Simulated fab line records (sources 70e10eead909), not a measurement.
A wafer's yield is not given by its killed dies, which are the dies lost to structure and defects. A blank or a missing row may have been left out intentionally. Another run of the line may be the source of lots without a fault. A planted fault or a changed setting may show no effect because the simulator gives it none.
A lot that was struck, set against a sound lot || flow nand harc || 14 steps out of a route of 1302
Sound: the wafers L289.1, L289.3, L289.6. Struck: wafers L295.2, L295.3 (left out: L295.6, a lot-mate that was not struck); the cause follows at the end.
Each step with rows lists, per side, the tool, then ch with its chambers, then its first start. Under that, the readings that differ: sound wafers || struck wafers || difference of the means || sigmas: that difference in standard deviations of wafers without a fault.
alike: same words and numbers on both sides, and readings whose means sit less than 2 such deviations apart. not compared: any withheld reading, any reading some wafer has no value for, any bound like >300 that may hide the same value, and any number with overlapping values for which the record gives no deviation.
Wherever a step has rows on one side only, a row that says differs or no value, or a row with sigmas, the two part there. Non-overlapping numbers with no deviation appear without sigmas and do not part them. A reading missing from all wafers of one side parts the sides only when that side holds two or more wafers.

first, 2 steps without rows for these wafers: NHARC_A_DECK1_JOINT_ANNEAL_28 (time 1800 s); NHARC_A_DECK1_JOINT_ANNEAL_29 (time 1800 s).
NHARC_A_DECK1_JOINT_CMP_02: polishes SiOx.
  sound on cmp-04 ch 2,3, day 14 16:20; struck on cmp-04 ch 2,3, day 17 04:23
  alike: motor current A
next, for these wafers, 1 step has no rows: NHARC_A_DECK1_JOINT_SRD_15.
NHARC_A_DECK1_JOINT_DEP_16: deposits SiO2, target thk 45 nm.
  sound on pecvd-02 ch 0,2, day 14 16:43; struck on pecvd-04 ch 0,2, day 17 04:47
  alike: heater power w, throttle valve pct
NHARC_A_DECK1_JOINT_THK_MEAS_17: measures by ellipsometry.
  sound on film metro-01, day 14 17:00; struck on film metro-02, day 17 05:06
{"reading": "thk nm (nm)", "sound": "42.8 44.4 44.6", "struck": "46.1 47.5", "difference": "+2.9", "sigmas": "+2"}
NHARC_A_DECK1_JOINT_INSPECT_05:
  sound on defect inspect-02, day 14 17:02; struck on defect inspect-02, day 17 05:08
{"reading": "raw defect count", "sound": "224 191 188", "struck": "417 477", "difference": "+246", "sigmas": "+2"}
next comes 1 step that has no rows for these wafers: NHARC_A_ONON_D2_DEP_00 (target thickness 1000 nm).
NHARC_A_ONON_D2_THK_MEAS_02: measures by ellipsometry.
  sound on film metro-01, day 14 17:37; struck on film metro-01, day 17 05:43
  alike: thk nm
next comes 1 step that has no rows for these wafers: NHARC_A_ONON_D2_DEP_03 (target thickness 1000 nm).
NHARC_A_ONON_D2_THK_MEAS_05: measures by ellipsometry.
  sound on film metro-02, day 14 18:11; struck on film metro-01, day 17 06:17
  alike: thk nm
NHARC_A_ONON_D2_DEP_06: target thk 1000 nm.
  sound on pecvd onon-04 ch 0, day 14 18:14; struck on pecvd onon-02 ch 0, day 17 06:24
NHARC_A_ONON_D2_THK_MEAS_08: measures by ellipsometry.
  sound on film metro-02, day 14 18:45; struck on film metro-02, day 17 06:52
{"reading": "thk nm (nm)", "sound": "993 994 993", "struck": "1515 1516", "difference": "+522", "sigmas": "+54"}
next comes 1 step that has no rows for these wafers: NHARC_A_ONON_D2_DEP_09 (target thickness 1000 nm).

WHERE THEY PART
Earliest at NHARC_A_DECK1_JOINT_THK_MEAS_17; latest, in this record, at NHARC_A_ONON_D2_THK_MEAS_08.

WHY: whatever the simulator had introduced
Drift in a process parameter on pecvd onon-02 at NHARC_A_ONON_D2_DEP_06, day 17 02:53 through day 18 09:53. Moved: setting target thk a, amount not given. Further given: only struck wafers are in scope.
